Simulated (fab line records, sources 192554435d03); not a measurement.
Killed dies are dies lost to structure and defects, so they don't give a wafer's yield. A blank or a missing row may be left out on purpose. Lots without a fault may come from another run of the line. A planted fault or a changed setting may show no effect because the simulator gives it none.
One fault seen from 3 desks | flow n5_finfet | each desk has only its own numbers; what lay behind them comes last

THE DEFECT DESK
What the inspections along the route counted, lot by lot: means of the sampled wafers that have a number. A lot is out of limits, marked OUT, if its mean lies more than 4 standard deviations from the usual mean; the brackets give that distance.
Columns: A = raw_defect_count at N5_BEOL_M11_INSPECT_30, usual 415
lot  | first seen here | A
L880 | day 10 17:19    | 369
L879 | day 10 23:07    | 467
L881 | day 11 15:36    | 323
L882 | day 12 02:19    | 379
L887 | day 13 03:02    | 482
L888 | day 13 12:04    | 603
L886 | day 13 20:05    | 489
L898 | day 15 13:04    | 579
L896 | day 15 16:55    | 530
L901 | day 17 08:47    | 379
This desk's finding: nothing out of limits on any of the 10 lots.

THE TOOL OWNER'S DESK: rie_diel-04
The tool's own readings at N5_BEOL_M11_STRIP_19 (strips in O2): means of the sampled wafers that have a number, for each lot that ran on this tool. A lot is out of limits, marked OUT, if its mean lies more than 4 standard deviations from the usual mean; the brackets give that distance.
Columns: A = drypump_motor_current_A at N5_BEOL_M11_STRIP_19, usual 5.7 A; B = oes_product_au at N5_BEOL_M11_STRIP_19, usual 0.79 a.u.; C = rf_vpp_V at N5_BEOL_M11_STRIP_19, usual 3.6 V; D = showerhead_plenum_p_Torr at N5_BEOL_M11_STRIP_19, usual 2.11 Torr; E = throttle_valve_pct at N5_BEOL_M11_STRIP_19, usual 16.71 %
lot  | first seen here | A   | B    | C   | D    | E
L882 | day 12 01:54    | 5.1 | 0.74 | 3.9 | 2.04 | 16.95
L887 | day 13 00:50    | 5.4 | 0.78 | 3.8 | 2.11 | 16.79
L888 | day 13 10:04    | 5.7 | 0.89 | 3.2 | 2.13 | 16.61
L898 | day 15 12:20    | 5.5 | 0.81 | 4.0 | 2.05 | 16.82
L896 | day 15 14:50    | 5.5 | 0.80 | 3.4 | 2.05 | 16.82
This desk's finding: nothing out of limits on any of the 5 lots.

THE METROLOGY DESK
What the gauges read, lot by lot, whatever tool the lot ran on: means of the sampled wafers that have a number. A lot is out of limits, marked OUT, if its mean lies more than 4 standard deviations from the usual mean; the brackets give that distance.
Columns: A = M11_OVL at N5_BEOL_M11_OVL_MEAS_12, usual 0.5 nm; B = V10_OVL at N5_BEOL_M11_OVL_MEAS_29, usual 0.2 nm
lot  | first seen here | A    | B
L880 | day 10 15:26    | 1.1  | 0.9
L879 | day 10 22:07    | 1.1  | -0.1
L881 | day 11 13:47    | 0.9  | 0.4
L882 | day 12 01:26    | -0.1 | 0.3
L887 | day 13 00:18    | -0.1 | -0.7
L888 | day 13 09:32    | -0.2 | 0.5
L886 | day 13 19:04    | -0.3 | 0.5
L898 | day 15 11:50    | 0.0  | -0.5
L896 | day 15 14:23    | 0.9  | -0.4
L901 | day 17 06:19    | 0.9  | 0.7
This desk's finding: nothing out of limits on any of the 10 lots.

PUT TOGETHER
The defect desk saw nothing out of limits.
The tool owner's desk saw nothing out of limits.
The metrology desk saw nothing out of limits.

WHAT THE SIMULATOR HAD PUT IN
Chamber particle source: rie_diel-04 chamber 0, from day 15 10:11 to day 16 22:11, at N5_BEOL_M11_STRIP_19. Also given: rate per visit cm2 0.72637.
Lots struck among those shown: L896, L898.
